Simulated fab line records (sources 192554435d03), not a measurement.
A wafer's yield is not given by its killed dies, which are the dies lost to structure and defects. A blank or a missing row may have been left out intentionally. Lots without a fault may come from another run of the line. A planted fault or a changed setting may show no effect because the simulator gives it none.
Split-lot trial	flow n5_finfet	on a route of 1938 steps: 7 lots, 39 wafers read

THE SPLIT ITSELF
At N5_BEOL_M8_ALD_77 (deposits TaN, target thk 2 nm, pulse time 2 s, purge time 3 s), the setting ald_cycles was moved away from the recipe's 40 on 6 of the 39 wafers read, by -57.5% to +17.5%. For the rest of the wafers, this setting stayed at what the recipe calls for.

The reading comes from the split's own step.

THE READING
TaN_of_BEOL_M8_ALD_77.thk_nm (the simulator's own value, which no gauge read), in nm, at N5_BEOL_M8_ALD_77 (deposits TaN, target thk 2 nm, pulse time 2 s, purge time 3 s). No usual value for it is given in the file.

wafer	tool, chamber at the split	ald_cycles as run	against the recipe	TaN_of_BEOL_M8_ALD_77.thk_nm, nm	against lot-mates on the recipe
L078.1	ald_metal-04, 3,0,2,1,2,1	40	recipe	2	-
L078.2	ald_metal-04, 3,0,2,1,2,1	40	recipe	2	-
L078.3	ald_metal-04, 3,0,2,1,2,1	40	recipe	2	-
L078.4	ald_metal-04, 3,0,2,1,2,1	40	recipe	2	-
L078.5	ald_metal-04, 3,0,2,1,2,1	40	recipe	2	-
L078.6	ald_metal-04, 3,0,2,1,2,1	40	recipe	2	-
L083.1	ald_metal-04, 3,2,0,1,0,3	40	recipe	2	-
L083.2	ald_metal-04, 3,2,0,1,0,3	40	recipe	2	-
L083.3	ald_metal-04, 3,2,0,1,0,3	40	recipe	2	-
L083.4	ald_metal-04, 3,2,0,1,0,3	40	recipe	2	-
L083.5	ald_metal-04, 3,2,0,1,0,3	40	recipe	2	-
L083.6	ald_metal-04, 3,2,0,1,0,3	40	recipe	2	-
L086.1	ald_metal-02, 1,3,0,2,0,1	40	recipe	2	-
L086.2	ald_metal-02, 1,3,0,2,0,1	40	recipe	2	-
L086.3	ald_metal-02, 1,3,0,2,0,1	40	recipe	2	-
L086.4	ald_metal-02, 1,3,0,2,0,1	40	recipe	2	-
L086.5	ald_metal-02, 1,3,0,2,0,1	40	recipe	2	-
L086.6	ald_metal-02, 1,3,0,2,0,1	40	recipe	2	-
L088.1	ald_metal-01, 1,0,3,2,3,0	40	recipe	2	-
L088.2	ald_metal-01, 1,0,3,2,3,0	40	recipe	2	-
L088.3	ald_metal-01, 1,0,3,2,3,0	40	recipe	2	-
L088.4	ald_metal-01, 1,0,3,2,3,0	40	recipe	2	-
L088.5	ald_metal-01, 1,0,3,2,3,0	40	recipe	2	-
L088.6	ald_metal-01, 1,0,3,2,3,0	40	recipe	2	-
L092.1	ald_metal-04, 3,0,0	17	-57.5%	0.8	-1.2
L092.3	ald_metal-04, 3,0,0	17	-57.5%	0.8	-1.2
L092.5	ald_metal-04, 3,0,0	17	-57.5%	0.8	-1.2
L092.2	ald_metal-04, 2,1,3	40	recipe	2	-
L092.4	ald_metal-04, 2,1,3	40	recipe	2	-
L092.6	ald_metal-04, 2,1,3	40	recipe	2	-
L094.2	ald_metal-04, 0,1,2	40	recipe	2	-
L094.3	ald_metal-04, 0,1,2	40	recipe	2	-
L094.6	ald_metal-04, 0,1,2	40	recipe	2	-
L096.1	ald_metal-04, 0,1,3	47	+17.5%	2.4	+0.4
L096.2	ald_metal-04, 0,1,3	47	+17.5%	2.4	+0.4
L096.3	ald_metal-04, 0,1,3	47	+17.5%	2.4	+0.4
L096.4	ald_metal-04, 2,2,1	40	recipe	2	-
L096.5	ald_metal-04, 2,2,1	40	recipe	2	-
L096.6	ald_metal-04, 2,2,1	40	recipe	2	-
Where a row lists several chambers, the file gives one row for several wafers and doesn't say which wafer went through which chamber.

THE FIT
A straight line over all 39 wafers: TaN_of_BEOL_M8_ALD_77.thk_nm changes by +0.0211 nm for each +1% of ald_cycles; r = +1.00; the points scatter about the line by 0.0089 nm.
The same after taking each lot's own level away (the mean of its wafers on the recipe; 39 wafers): +0.0211 nm for each +1%; r = +1.00; scatter 0.0089 nm.
The reading moves by 1.2 nm for the largest change in ald_cycles, on that fit.
The lots' own levels span 2.00 to 2.00 nm.
Hence the lot-to-lot level has little effect on the slope; both slopes agree.
Check: -1.21 nm against its lot-mates is what the line predicts for one of the wafers moved furthest among these (-57.5%) when that wafer is left out of the fit. It came out at -1.2 nm against them.

THE OTHER SPLITS THESE WAFERS WENT THROUGH
Note: prior to the reading, these wafers also went through further splits. Each is held against what the fit with the lots' levels taken away leaves over:
other split on the same wafers	wafers away from the commonest value	r with TaN_of_BEOL_M8_ALD_77.thk_nm (lot level and that fit taken away)
N5_BEOL_M4_SPUTTER_88 target_thk_a	15	-0.23
N5_BEOL_M5_DESCUM_16 time_s	18	+0.36

FILE'S OWN FIT
TaN_of_BEOL_M8_ALD_77.thk_nm changes by +0.021 nm for each +1% of ald_cycles, r = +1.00.
